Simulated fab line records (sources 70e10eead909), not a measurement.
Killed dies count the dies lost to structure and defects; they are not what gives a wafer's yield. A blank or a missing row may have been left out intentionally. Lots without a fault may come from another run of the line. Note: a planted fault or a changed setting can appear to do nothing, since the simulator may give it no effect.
The tool behind it: which one? / flow nandHarc / 33 wafers from 11 lots sampled at 5 of the route's 1159 steps

## WHAT THE GAUGES READ, wafer by wafer
NHARC_END_SORT_01. Usual: defectLimitedYield 95.8 %, standard deviation 1.2; killedAtArray 24, standard deviation 7.4; killedAtOther 0.5, standard deviation 0.81; killedAtPeriphery 3.4, standard deviation 2.3; killedDies 28, standard deviation 8; killedOpen 3.4, standard deviation 1.8; killedShort 2.0, standard deviation 1.4; sort_bin_2_pct 1.3 %, standard deviation 0.54; sort_bin_3_pct 0.23 %, standard deviation 0.2; sort_bin_4_pct 2.7 %, standard deviation 0.77; sortNPass 649, standard deviation 8; sortRimYieldPct 94.2 %, standard deviation 2.7; sortYieldPct 95.8 %, standard deviation 1.2.
lot=L430; measured=day 22 20:52; on=prober-02; defectLimitedYield (%)=97.6 97.5 89.8; killedAtArray=15 16 68; killedAtOther=1 0 0; killedAtPeriphery=0 1 1; killedDies=16 17 69; killedOpen=3 2 0; killedShort=1 2 2; sort_bin_2_pct (%)=0.9 0.7 3.8; sort_bin_3_pct (%)=0.15 0 2.22; sort_bin_4_pct (%)=1.3 1.8 4.1; sortNPass=661 660 608; sortRimYieldPct (%)=93.4 95.3 84.0; sortYieldPct (%)=97.6 97.5 89.8; flag=

## EACH LOT AND THE TOOL THAT RAN IT (in order: tool; ch and the chambers of the sampled wafers; start)
lot=L421; NHARC_A_M1_PRE_CLEAN_32=pecvd-01 ch 1,2, day 18 00:55; NHARC_HYBRID_BOND_ACTIVATE_00=rieDiel-04 ch 0,1,2, day 18 05:42; NHARC_THIN_TSV_ETCH_44=rieDiel-02 ch 1,2,3, day 18 16:55; NHARC_THIN_TSV_PVD_19=pvdSputter-03, no start
lot=L419; NHARC_A_M1_PRE_CLEAN_32=pecvd-03 ch 0,1,2, day 18 04:04; NHARC_HYBRID_BOND_ACTIVATE_00=rieDiel-04 ch 0,3, day 18 08:47; NHARC_THIN_TSV_ETCH_44=rieDiel-06 ch 2,3, day 18 22:59; NHARC_THIN_TSV_PVD_19=pvdSputter-03, no start
lot=L424; NHARC_A_M1_PRE_CLEAN_32=pecvd-02 ch 0,1, day 18 06:51; NHARC_HYBRID_BOND_ACTIVATE_00=rieDiel-04 ch 1,3, day 18 11:52; NHARC_THIN_TSV_ETCH_44=rieDiel-03 ch 1,2, day 19 00:59; NHARC_THIN_TSV_PVD_19=pvdSputter-03, no start
lot=L423; NHARC_A_M1_PRE_CLEAN_32=pecvd-01 ch 0,2, day 18 09:51; NHARC_HYBRID_BOND_ACTIVATE_00=rieDiel-10 ch 0,1,2, day 18 14:28; NHARC_THIN_TSV_ETCH_44=rieDiel-02 ch 0,1,3, day 19 05:51; NHARC_THIN_TSV_PVD_19=pvdSputter-03, no start
lot=L425; NHARC_A_M1_PRE_CLEAN_32=pecvd-02 ch 1,2, day 18 17:44; NHARC_HYBRID_BOND_ACTIVATE_00=rieDiel-10 ch 0,1,2, day 18 22:45; NHARC_THIN_TSV_ETCH_44=rieDiel-06 ch 0,3, day 19 12:46; NHARC_THIN_TSV_PVD_19=pvdSputter-02, no start
lot=L422; NHARC_A_M1_PRE_CLEAN_32=pecvd-02 ch 0,2, day 18 22:20; NHARC_HYBRID_BOND_ACTIVATE_00=rieDiel-04 ch 1,2, day 19 02:57; NHARC_THIN_TSV_ETCH_44=rieDiel-02 ch 0,1,3, day 19 13:52; NHARC_THIN_TSV_PVD_19=pvdSputter-02, no start
lot=L429; NHARC_A_M1_PRE_CLEAN_32=pecvd-01 ch 0,2, day 20 07:38; NHARC_HYBRID_BOND_ACTIVATE_00=rieDiel-10 ch 0,3, day 20 12:23; NHARC_THIN_TSV_ETCH_44=rieDiel-03 ch 0,2,3, day 21 03:05; NHARC_THIN_TSV_PVD_19=pvdSputter-02, no start
lot=L430; NHARC_A_M1_PRE_CLEAN_32=pecvd-02 ch 0,2, day 20 23:29; NHARC_HYBRID_BOND_ACTIVATE_00=rieDiel-04 ch 1,2,3, day 21 04:17; NHARC_THIN_TSV_ETCH_44=rieDiel-06 ch 1,2, day 21 21:44; NHARC_THIN_TSV_PVD_19=pvdSputter-02, day 22 20:52 or earlier
lot=L432; NHARC_A_M1_PRE_CLEAN_32=pecvd-03 ch 0,2, day 21 07:03; NHARC_HYBRID_BOND_ACTIVATE_00=rieDiel-12 ch 0,2,3, day 21 11:47; NHARC_THIN_TSV_ETCH_44=rieDiel-06 ch 0,1,2, day 22 00:37; NHARC_THIN_TSV_PVD_19=pvdSputter-03, no start
lot=L437; NHARC_A_M1_PRE_CLEAN_32=pecvd-01 ch 0,1,2, day 22 18:41; NHARC_HYBRID_BOND_ACTIVATE_00=rieDiel-04 ch 0,1,3, day 22 23:22; NHARC_THIN_TSV_ETCH_44=rieDiel-06 ch 1,2,3, day 23 12:11; NHARC_THIN_TSV_PVD_19=pvdSputter-03, no start
lot=L441; NHARC_A_M1_PRE_CLEAN_32=pecvd-03 ch 0,1,2, day 22 19:01; NHARC_HYBRID_BOND_ACTIVATE_00=rieDiel-04 ch 1,2,3, day 22 23:51; NHARC_THIN_TSV_ETCH_44=rieDiel-03 ch 0,1,3, day 23 14:35; NHARC_THIN_TSV_PVD_19=pvdSputter-03, no start
- NHARC_A_M1_PRE_CLEAN_32: time 12 s.
- NHARC_HYBRID_BOND_ACTIVATE_00: chemistry N2, time 60 s.
- NHARC_THIN_TSV_ETCH_44: etches the open film in CF4/O2, target depth 1594.2 nm, time 797.1 s.
- NHARC_THIN_TSV_PVD_19: deposits TaN, target thk 20 nm.

## WHAT THE TOOLS THEMSELVES READ (means of the sampled wafers that have a number; where no wafer has one, the mark that the record gives instead)
NHARC_A_M1_PRE_CLEAN_32. Usual: heaterPowerW at 656 W, with a standard deviation of 58.
lot=L421; tool=pecvd-01; heaterPowerW (W)=526; flag=
lot=L419; tool=pecvd-03; heaterPowerW (W)=666; flag=
lot=L424; tool=pecvd-02; heaterPowerW (W)=624; flag=
lot=L423; tool=pecvd-01; heaterPowerW (W)=645; flag=
lot=L425; tool=pecvd-02; heaterPowerW (W)=654; flag=
lot=L422; tool=pecvd-02; heaterPowerW (W)=613; flag=
lot=L429; tool=pecvd-01; heaterPowerW (W)=635; flag=
lot=L430; tool=pecvd-02; heaterPowerW (W)=650; flag=
lot=L432; tool=pecvd-03; heaterPowerW (W)=634; flag=
lot=L437; tool=pecvd-01; heaterPowerW (W)=649; flag=
lot=L441; tool=pecvd-03; heaterPowerW (W)=667; flag=

NHARC_HYBRID_BOND_ACTIVATE_00. Usual: drypumpMotorCurrentA 5.6 A, standard deviation 0.51; oesProductAu 1.002 a.u., standard deviation 0.0084; rfVppV 64.4 V, standard deviation 0.91; showerheadPlenumPTorr 1.80 Torr, standard deviation 0.078.
lot=L421; tool=rieDiel-04; drypumpMotorCurrentA (A)=5.3; oesProductAu (a.u.)=0.998; rfVppV (V)=64.3; showerheadPlenumPTorr (Torr)=1.84; flag=
lot=L419; tool=rieDiel-04; drypumpMotorCurrentA (A)=6.2; oesProductAu (a.u.)=1.003; rfVppV (V)=64.6; showerheadPlenumPTorr (Torr)=1.81; flag=
lot=L424; tool=rieDiel-04; drypumpMotorCurrentA (A)=6.1; oesProductAu (a.u.)=1.006; rfVppV (V)=65.2; showerheadPlenumPTorr (Torr)=1.81; flag=
lot=L423; tool=rieDiel-10; drypumpMotorCurrentA (A)=5.6; oesProductAu (a.u.)=1.001; rfVppV (V)=63.6; showerheadPlenumPTorr (Torr)=1.67; flag=
lot=L425; tool=rieDiel-10; drypumpMotorCurrentA (A)=5.6; oesProductAu (a.u.)=1.003; rfVppV (V)=63.8; showerheadPlenumPTorr (Torr)=1.67; flag=
lot=L422; tool=rieDiel-04; drypumpMotorCurrentA (A)=5.3; oesProductAu (a.u.)=0.993; rfVppV (V)=63.5; showerheadPlenumPTorr (Torr)=1.84; flag=
lot=L429; tool=rieDiel-10; drypumpMotorCurrentA (A)=5.4; oesProductAu (a.u.)=0.996; rfVppV (V)=64.7; showerheadPlenumPTorr (Torr)=1.71; flag=
lot=L430; tool=rieDiel-04; drypumpMotorCurrentA (A)=5.7; oesProductAu (a.u.)=1.008; rfVppV (V)=64.9; showerheadPlenumPTorr (Torr)=1.81; flag=
lot=L432; tool=rieDiel-12; drypumpMotorCurrentA (A)=5.2; oesProductAu (a.u.)=0.994; rfVppV (V)=64.7; showerheadPlenumPTorr (Torr)=1.90; flag=
lot=L437; tool=rieDiel-04; drypumpMotorCurrentA (A)=5.7; oesProductAu (a.u.)=1.008; rfVppV (V)=64.4; showerheadPlenumPTorr (Torr)=1.84; flag=
lot=L441; tool=rieDiel-04; drypumpMotorCurrentA (A)=5.7; oesProductAu (a.u.)=1.011; rfVppV (V)=64.4; showerheadPlenumPTorr (Torr)=1.81; flag=

NHARC_THIN_TSV_ETCH_44. Usual: cf4FlowSccm 150.0 sccm, standard deviation 0.5; drypumpMotorCurrentA 5.7 A, standard deviation 0.42; oesProductAu 1.000 a.u., standard deviation 0.0081; rfVppV 794 V, standard deviation 4.4; showerheadPlenumPTorr 1.83 Torr, standard deviation 0.068; throttleValvePct 16.914 %, standard deviation 0.0081.
lot=L421; tool=rieDiel-02; cf4FlowSccm (sccm)=149.3; drypumpMotorCurrentA (A)=5.9; oesProductAu (a.u.)=1.000; rfVppV (V)=792; showerheadPlenumPTorr (Torr)=1.79; throttleValvePct (%)=16.915; flag=
lot=L419; tool=rieDiel-06; cf4FlowSccm (sccm)=150.1; drypumpMotorCurrentA (A)=5.2; oesProductAu (a.u.)=1.008; rfVppV (V)=798; showerheadPlenumPTorr (Torr)=1.89; throttleValvePct (%)=16.921; flag=
lot=L424; tool=rieDiel-03; cf4FlowSccm (sccm)=149.8; drypumpMotorCurrentA (A)=5.3; oesProductAu (a.u.)=0.998; rfVppV (V)=792; showerheadPlenumPTorr (Torr)=1.78; throttleValvePct (%)=16.910; flag=
lot=L423; tool=rieDiel-02; cf4FlowSccm (sccm)=150.5; drypumpMotorCurrentA (A)=5.7; oesProductAu (a.u.)=1.002; rfVppV (V)=790; showerheadPlenumPTorr (Torr)=1.75; throttleValvePct (%)=16.916; flag=
lot=L425; tool=rieDiel-06; cf4FlowSccm (sccm)=150.4; drypumpMotorCurrentA (A)=5.3; oesProductAu (a.u.)=0.998; rfVppV (V)=796; showerheadPlenumPTorr (Torr)=1.86; throttleValvePct (%)=16.913; flag=
lot=L422; tool=rieDiel-02; cf4FlowSccm (sccm)=150.1; drypumpMotorCurrentA (A)=5.7; oesProductAu (a.u.)=1.003; rfVppV (V)=789; showerheadPlenumPTorr (Torr)=1.75; throttleValvePct (%)=16.907; flag=
lot=L429; tool=rieDiel-03; cf4FlowSccm (sccm)=150.0; drypumpMotorCurrentA (A)=5.4; oesProductAu (a.u.)=0.998; rfVppV (V)=794; showerheadPlenumPTorr (Torr)=1.82; throttleValvePct (%)=16.915; flag=
lot=L430; tool=rieDiel-06; cf4FlowSccm (sccm)=149.8; drypumpMotorCurrentA (A)=5.8; oesProductAu (a.u.)=0.998; rfVppV (V)=801; showerheadPlenumPTorr (Torr)=1.94; throttleValvePct (%)=16.913; flag=
lot=L432; tool=rieDiel-06; cf4FlowSccm (sccm)=150.0; drypumpMotorCurrentA (A)=5.9; oesProductAu (a.u.)=0.998; rfVppV (V)=799; showerheadPlenumPTorr (Torr)=1.92; throttleValvePct (%)=16.914; flag=
lot=L437; tool=rieDiel-06; cf4FlowSccm (sccm)=149.6; drypumpMotorCurrentA (A)=5.6; oesProductAu (a.u.)=1.001; rfVppV (V)=798; showerheadPlenumPTorr (Torr)=1.90; throttleValvePct (%)=16.918; flag=
lot=L441; tool=rieDiel-03; cf4FlowSccm (sccm)=149.7; drypumpMotorCurrentA (A)=5.6; oesProductAu (a.u.)=0.994; rfVppV (V)=794; showerheadPlenumPTorr (Torr)=1.83; throttleValvePct (%)=16.914; flag=

NHARC_THIN_TSV_PVD_19. Usual: throttleValvePct at 29.7 %, with a standard deviation of 0.98.
lot=L421; tool=pvdSputter-03; throttleValvePct (%)=30.2; flag=
lot=L419; tool=pvdSputter-03; throttleValvePct (%)=29.2; flag=
lot=L424; tool=pvdSputter-03; throttleValvePct (%)=29.5; flag=
lot=L423; tool=pvdSputter-03; throttleValvePct (%)=30.0; flag=
lot=L425; tool=pvdSputter-02; throttleValvePct (%)=30.9; flag=
lot=L422; tool=pvdSputter-02; throttleValvePct (%)=30.0; flag=
lot=L429; tool=pvdSputter-02; throttleValvePct (%)=29.5; flag=
lot=L430; tool=pvdSputter-02; throttleValvePct (%)=30.1; flag=
lot=L432; tool=pvdSputter-03; throttleValvePct (%)=29.4; flag=
lot=L437; tool=pvdSputter-03; throttleValvePct (%)=29.0; flag=
lot=L441; tool=pvdSputter-03; throttleValvePct (%)=28.9; flag=

## THE ANSWER, worked out from the rows above alone
Rule: lot off if the mean of its wafers having a number is beyond 3 standard deviations from the usual mean. Also off: a lot with no number at a reading for which 4 or more lots have one. All remaining lots with rows at the step are treated as sound. After the gauges, taken in route order, come the tools' own readings; for these a lot's mean is taken, as printed above. The first step at which some lot is off is used, and at that step the reading that is off furthest; a lot without a number counts as furthest.
None of the lots is off at any reading shown; this tells nothing.

## WHAT HAD BEEN PUT IN BY THE SIMULATOR
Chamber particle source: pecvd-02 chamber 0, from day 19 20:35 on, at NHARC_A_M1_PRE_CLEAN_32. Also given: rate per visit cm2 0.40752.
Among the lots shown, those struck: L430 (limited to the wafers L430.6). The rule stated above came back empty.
